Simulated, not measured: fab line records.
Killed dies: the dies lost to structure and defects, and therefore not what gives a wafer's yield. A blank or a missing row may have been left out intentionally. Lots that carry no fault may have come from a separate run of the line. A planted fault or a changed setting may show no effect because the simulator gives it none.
Matching of chambers | flow n5_finfet | N5_FIN_SAQP_SPACER1_ETCHBACK_25 on rie_diel-02 has 4 sister chambers
The step etches SiO2 in CHF3/O2, target depth 24.4 nm, time 12.2 s. 20 wafers are shown with their chamber, then 10 later ones without.

## WAFERS WITH THEIR CHAMBER
wafer  | chamber | showerhead_plenum_p_Torr (Torr) | drypump_motor_current_A (A) | rf_vpp_V (V)
L074.4 | 2       | 2.30                            | 5.9                         | 505
L074.5 | 0       | 2.43                            | 5.3                         | 516
L074.6 | 3       | 2.51                            | 5.6                         | 527
L076.1 | 0       | 2.43                            | 5.3                         | 515
L076.2 | 3       | 2.51                            | 5.7                         | 525
L076.5 | 3       | 2.51                            | 5.7                         | 525
L077.1 | 3       | 2.51                            | 5.6                         | 525
L077.3 | 0       | 2.43                            | 5.3                         | 516
L077.5 | 3       | 2.51                            | 5.6                         | 526
L080.1 | 3       | 2.51                            | 5.6                         | 527
L080.3 | 1       | 2.35                            | 5.7                         | 525
L080.6 | 3       | 2.51                            | 5.6                         | 525
L082.2 | 3       | 2.51                            | 5.6                         | 525
L082.3 | 2       | 2.30                            | 5.9                         | 505
L082.5 | 3       | 2.51                            | 5.7                         | 524
L087.3 | 2       | 2.29                            | 5.9                         | 504
L087.5 | 3       | 2.50                            | 5.7                         | 525
L087.6 | 2       | 2.29                            | 5.9                         | 506
L088.1 | 1       | 2.34                            | 5.7                         | 526
L088.2 | 2       | 2.29                            | 5.9                         | 504

SIGNATURES (averages over the wafers above)
reading                  | chamber 0 | chamber 1 | chamber 2 | chamber 3 | scatter within a chamber
showerhead_plenum_p_Torr | 2.4300    | 2.3450    | 2.2940    | 2.5090    | 0.00403
drypump_motor_current_A  | 5.300     | 5.700     | 5.900     | 5.640     | 0.0387
rf_vpp_V                 | 515.67    | 525.50    | 504.80    | 525.40    | 0.879
Rule: for a wafer and a chamber, the distance is found by dividing, reading by reading, the gap between the wafer's reading and the chamber's mean by the reading's scatter, squaring, summing and taking the root. If the next closest chamber is less than 2 further off than the closest, the wafer can't be placed; otherwise it belongs to the closest. How the scatter is found: for the shown wafers, subtract from each reading the mean of its chamber, square and add these, divide the total by (wafers less chambers), then take the root.

## WAFERS WHOSE CHAMBER IS MISSING
wafer  | showerhead_plenum_p_Torr (Torr) | drypump_motor_current_A (A) | rf_vpp_V (V)
L088.5 | 2.29                            | 5.9                         | 504
L093.1 | 2.42                            | 5.3                         | 515
L093.4 | 2.50                            | 5.6                         | 526
L093.5 | 2.42                            | 5.3                         | 516
L096.1 | 2.33                            | 5.7                         | 522
L096.3 | 2.41                            | 5.3                         | 515
L096.5 | 2.29                            | 5.9                         | 506
L097.1 | 2.33                            | 5.7                         | 523
L097.2 | 2.49                            | 5.6                         | 525
L097.3 | 2.41                            | 5.3                         | 514

## WHICH CHAMBER EACH ONE RAN IN
wafer  | from the rows above | in truth
L088.5 | 2                   | 2
L093.1 | 0                   | 0
L093.4 | 3                   | 3
L093.5 | 0                   | 0
L096.1 | 1                   | 1
L096.3 | 0                   | 0
L096.5 | 2                   | 2
L097.1 | 1                   | 1
L097.2 | 3                   | 3
L097.3 | 0                   | 0
Correct placement for 10 of the 10. Left unplaced by these rows: 0. 0 placed wrongly.
